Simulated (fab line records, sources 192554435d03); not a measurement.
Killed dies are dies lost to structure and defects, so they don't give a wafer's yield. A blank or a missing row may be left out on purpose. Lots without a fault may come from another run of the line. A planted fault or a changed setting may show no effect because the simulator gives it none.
Problem report in the 8D (eight disciplines) form, filled by code | flow n5_finfet | the parts of the form that need people (team, actions taken, sign-off) are left out

1. THE PROBLEM
killed_at_other at N5_PASSIVATION_PROBE_49 reads a mean of 1067.5 on 2 wafers of 2 lots; wafers without a fault read 3.0 with a standard deviation of 2.4. That is +99 or more standard deviations from the usual mean.
First seen on wafer L285.1, day 15 05:02, on prober-01. The record holds 6 wafers of 2 lots with a number at this step. Rule for "out", or "out of limits": more than 4 standard deviations from the usual mean. The other wafers with a number count as sound.

2. WHAT IT IS AND WHAT IT IS NOT
question                    | is                                                                                             | is not
which readings at this step | killed_at_other, defect_limited_yield, killed_dies, killed_on_rim, sort_n_pass, sort_yield_pct | killed_at_M0_to_M3, killed_at_contacts, killed_at_front_end, killed_open, sort_bin_5_function, sort_bin_6_memory, sort_bin_8_speed
which lots                  | L285, L286                                                                                     | -
which wafers of those lots  | L285.1, L286.4                                                                                 | L285.2, L285.3, L286.1, L286.2
read on which tools         | prober-01, prober-02                                                                           | -
when                        | from day 15 05:02                                                                              | up to then (0 sound wafers); but 4 sound wafers of L285, L286 came after

3. SUSPECTS, AND WHAT RULES EACH OUT
Counting: a tool at a process step up to the reading stays a suspect if it ran every lot that is out. Sound lots after the first of them don't rule it out here, since some wafers of a struck lot are sound.
- pvd_sputter-01 at N5_PASSIVATION_SPUTTER_20 (material TaN, target thk 50 nm): kept. It ran every lot that is out, first L285 (day 14 23:02).
Left after counting: pvd_sputter-01 at N5_PASSIVATION_SPUTTER_20.

4. THE CAUSE (what the simulator had put in)
Process parameter drift: pvd_sputter-01, from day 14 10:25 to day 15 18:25, at N5_PASSIVATION_SPUTTER_20. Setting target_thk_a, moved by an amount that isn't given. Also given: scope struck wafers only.
Counting left only this tool.

5. THE CHAIN OF EFFECTS, in route order
Each row: a reading whose mean over the struck wafers that have a number lies more than 3 standard deviations from the usual. Only readings for which the record gives a usual standard deviation are gone through. hours: the time from each lot's start at the first step in this table that gives one to its start at this step, as a median over the lots. sigmas: the change in usual standard deviations.
hours | step                    | reading              | usual  | on struck wafers | change  | sigmas
0     | N5_PASSIVATION_PROBE_49 | defect_limited_yield | 91.3 % | 1.8              | -89.5   | -64
0     | N5_PASSIVATION_PROBE_49 | killed_at_other      | 3.0    | 1067.5           | +1064.5 | +99 or more
0     | N5_PASSIVATION_PROBE_49 | killed_dies          | 103    | 1159             | +1056   | +62
0     | N5_PASSIVATION_PROBE_49 | killed_on_rim        | 13     | 132              | +119    | +28
0     | N5_PASSIVATION_PROBE_49 | sort_n_pass          | 1077   | 21               | -1056   | -62
0     | N5_PASSIVATION_PROBE_49 | sort_yield_pct       | 91.2 % | 1.8              | -89.5   | -64
The process steps in it:
- N5_PASSIVATION_PROBE_49

6. WHAT WOULD HAVE CAUGHT IT SOONER
In this record the first reading out of limits was taken at day 15 05:02, 19 hours after the fault began at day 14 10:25.
Of the tool readings at N5_PASSIVATION_SPUTTER_20 for which the record gives a usual standard deviation, none was out on any struck wafer, so an alarm limit of 4 standard deviations on them would not have fired.
Of the lots that are out (2), L286 began N5_PASSIVATION_SPUTTER_20 on pvd_sputter-01 after day 15 05:02. A hold on the tool at that time would have spared it.
